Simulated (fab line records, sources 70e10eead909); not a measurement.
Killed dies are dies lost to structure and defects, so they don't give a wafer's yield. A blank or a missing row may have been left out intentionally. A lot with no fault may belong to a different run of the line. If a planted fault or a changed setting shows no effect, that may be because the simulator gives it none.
Chamber matching	flow nand harc	NHARC_A_STAIRCASE_DESCUM_168 on rie diel-01 has 4 sister chambers
The step chemistry O2, time 3 s. 20 wafers are shown with their chamber, then 10 later ones without.

## WAFERS, EACH WITH ITS CHAMBER
wafer	chamber	showerhead plenum p Torr (Torr)	drypump motor current A (A)	rf vpp V (V)
L075.3	2	1.92	6.6	56.1
L075.4	0	1.78	6.3	57.2
L075.5	0	1.78	6.3	57.1
L079.2	3	2.01	6.3	58.3
L079.3	1	1.94	5.7	58.3
L079.6	0	1.78	6.3	58.5
L081.1	0	1.78	6.4	57.1
L081.2	3	2.01	6.3	59.5
L081.6	2	1.91	6.6	58.7
L087.2	0	1.78	6.3	57.5
L087.3	3	2.00	6.2	57.8
L087.5	0	1.78	6.3	57.2
L086.2	3	2.00	6.2	58.5
L086.3	2	1.91	6.7	57.9
L086.5	3	2.00	6.3	57.4
L089.1	0	1.77	6.3	55.9
L089.4	3	2.00	6.2	57.1
L089.6	1	1.94	5.7	57.7
L089.2	2	1.91	6.6	58.4
L089.3	1	1.94	5.7	58.0

SIGNATURES (averages over the wafers above)
reading	chamber 0	chamber 1	chamber 2	chamber 3	scatter within a chamber
showerhead plenum p Torr	1.7786	1.9400	1.9125	2.0033	0.00429
drypump motor current A	6.314	5.700	6.625	6.250	0.0441
rf vpp V	57.214	58.000	57.775	58.100	0.847
Rule: distance of a wafer from a chamber = root of the sum over the readings of ((wafer's reading minus chamber's mean) / reading's scatter) squared. If the next closest chamber is less than 2 further off than the closest, the wafer can't be placed; otherwise it belongs to the closest. The scatter: take each reading less its chamber's mean, square it, sum over the shown wafers, divide by the number of wafers less the number of chambers, and take the root.

## WAFERS WHOSE CHAMBER IS MISSING
wafer	showerhead plenum p Torr (Torr)	drypump motor current A (A)	rf vpp V (V)
L089.5	1.77	6.4	56.5
L090.1	1.93	5.7	57.6
L090.3	1.77	6.3	57.4
L090.5	1.77	6.3	56.7
L092.1	1.77	6.3	55.1
L092.4	1.93	5.7	58.7
L092.6	2.00	6.3	58.8
L094.1	1.90	6.6	57.9
L094.3	1.93	5.6	59.4
L094.5	1.93	5.6	58.9

## THE CHAMBER EACH PASSED THROUGH
wafer	from the rows above	in truth
L089.5	0	0
L090.1	1	1
L090.3	0	0
L090.5	0	0
L092.1	0	0
L092.4	1	1
L092.6	3	3
L094.1	2	2
L094.3	1	1
L094.5	1	1
Correct placement for 10 of the 10. Not placeable from these rows: 0. Placed wrongly: 0.
